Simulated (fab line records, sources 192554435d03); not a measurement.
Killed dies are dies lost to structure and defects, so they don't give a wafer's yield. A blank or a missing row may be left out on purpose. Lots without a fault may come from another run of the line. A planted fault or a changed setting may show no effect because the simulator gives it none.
Split-lot experiment | flow n5_finfet | 7 lots, 39 wafers read, on a route of 1938 steps

THE SPLIT
At N5_SPACER0_ALD_00 (deposits SiOCN, target thk 3.5 nm, pulse time 3 s, purge time 2 s), the setting ald_cycles was moved away from the recipe's 58 on 15 of the 39 wafers read, by -15.5% to +15.5%. The other wafers ran this setting at the recipe's value.

The reading is taken at the split's own step.

THE READING
SiOCN_of_SPACER0_ALD_00.thk_nm (the simulator's own value, which no gauge read), in nm, at N5_SPACER0_ALD_00 (deposits SiOCN, target thk 3.5 nm, pulse time 3 s, purge time 2 s). The file gives no usual value for it. The 24 wafers here that ran the recipe average 3.5 nm, standard deviation 0.097 nm.

wafer  | tool, chamber at the split | ald_cycles as run | against the recipe | SiOCN_of_SPACER0_ALD_00.thk_nm, nm | against lot-mates on the recipe
L079.1 | ald_sin-02, 3,1,0          | 53                | -8.6%              | 3.2                                | -0.3
L079.5 | ald_sin-02, 3,1,0          | 53                | -8.6%              | 3.2                                | -0.3
L079.6 | ald_sin-02, 3,1,0          | 53                | -8.6%              | 3.2                                | -0.3
L079.2 | ald_sin-02, 2,0            | 58                | recipe             | 3.4                                | -
L079.4 | ald_sin-02, 2,0            | 58                | recipe             | 3.4                                | -
L079.3 | ald_sin-02, 1              | 58                | recipe             | 3.6                                | -
L081.1 | ald_sin-03, 1,2            | 58                | recipe             | 3.6                                | -
L081.2 | ald_sin-03, 1,2            | 58                | recipe             | 3.6                                | -
L081.3 | ald_sin-03, 3,0,3,2        | 58                | recipe             | 3.4                                | -
L081.4 | ald_sin-03, 3,0,3,2        | 58                | recipe             | 3.4                                | -
L081.5 | ald_sin-03, 3,0,3,2        | 58                | recipe             | 3.4                                | -
L081.6 | ald_sin-03, 3,0,3,2        | 58                | recipe             | 3.4                                | -
L084.1 | ald_sin-03, 0              | 65                | +12.1%             | 3.8                                | +0.3
L084.2 | ald_sin-03, 2,0            | 58                | recipe             | 3.6                                | -
L084.6 | ald_sin-03, 2,0            | 58                | recipe             | 3.6                                | -
L084.3 | ald_sin-03, 1,3            | 65                | +12.1%             | 4                                  | +0.5
L084.4 | ald_sin-03, 1,3            | 65                | +12.1%             | 4                                  | +0.5
L084.5 | ald_sin-03, 3              | 58                | recipe             | 3.4                                | -
L086.1 | ald_sin-01, 3,1,0          | 55                | -5.2%              | 3.4                                | -0.1
L086.4 | ald_sin-01, 3,1,0          | 55                | -5.2%              | 3.4                                | -0.1
L086.6 | ald_sin-01, 3,1,0          | 55                | -5.2%              | 3.4                                | -0.1
L086.2 | ald_sin-01, 0,1            | 58                | recipe             | 3.4                                | -
L086.5 | ald_sin-01, 0,1            | 58                | recipe             | 3.4                                | -
L086.3 | ald_sin-01, 2              | 58                | recipe             | 3.6                                | -
L088.1 | ald_sin-03, 1,2,3          | 58                | recipe             | 3.4                                | -
L088.4 | ald_sin-03, 1,2,3          | 58                | recipe             | 3.4                                | -
L088.5 | ald_sin-03, 1,2,3          | 58                | recipe             | 3.4                                | -
L088.2 | ald_sin-03, 3,0,2          | 67                | +15.5%             | 4                                  | +0.6
L088.3 | ald_sin-03, 3,0,2          | 67                | +15.5%             | 4                                  | +0.6
L088.6 | ald_sin-03, 3,0,2          | 67                | +15.5%             | 4                                  | +0.6
L089.1 | ald_sin-01, 2,0            | 58                | recipe             | 3.4                                | -
L089.4 | ald_sin-01, 2,0            | 58                | recipe             | 3.4                                | -
L089.5 | ald_sin-01, 2              | 58                | recipe             | 3.6                                | -
L091.1 | ald_sin-02, 1,0,2          | 49                | -15.5%             | 3                                  | -0.5
L091.4 | ald_sin-02, 1,0,2          | 49                | -15.5%             | 3                                  | -0.5
L091.5 | ald_sin-02, 1,0,2          | 49                | -15.5%             | 3                                  | -0.5
L091.2 | ald_sin-02, 2,1            | 58                | recipe             | 3.6                                | -
L091.6 | ald_sin-02, 2,1            | 58                | recipe             | 3.6                                | -
L091.3 | ald_sin-02, 3              | 58                | recipe             | 3.4                                | -
Where a row lists several chambers, the file gives one row for several wafers and doesn't say which wafer went through which chamber.

THE FIT
A straight line over all 39 wafers: SiOCN_of_SPACER0_ALD_00.thk_nm changes by +0.0327 nm for each +1% of ald_cycles; r = +0.94; the points scatter about the line by 0.088 nm.
The same after taking each lot's own level away (the mean of its wafers on the recipe; 39 wafers): +0.0344 nm for each +1%; r = +0.95; scatter 0.084 nm.
On that fit, the largest move of ald_cycles shifts the reading by 0.53 nm.
The lots' own levels span 3.40 to 3.53 nm, that is 1.4 times the standard deviation above.
So the lot-to-lot level changes the slope little: the two slopes agree.
Check: with one of the wafers moved furthest among these (+15.5%) left out of the fit, the line predicts +0.541 nm for it against its lot-mates. It came out at +0.6 nm against them.

OTHER SPLITS ON THESE WAFERS
These wafers also went through other splits before the reading. Each is held against what the fit with the lots' levels taken away leaves over:
other split on the same wafers       | wafers away from the commonest value | r with SiOCN_of_SPACER0_ALD_00.thk_nm (lot level and that fit taken away)
N5_DUMMY_GATE_ETCH_31 target_depth_a | 12                                   | -0.12
N5_DUMMY_GATE_ETCH_32 time_s         | 18                                   | +0.18

THE FILE'S OWN FIT
SiOCN_of_SPACER0_ALD_00.thk_nm changes by +0.0344 nm for each +1% of ald_cycles, r = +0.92.
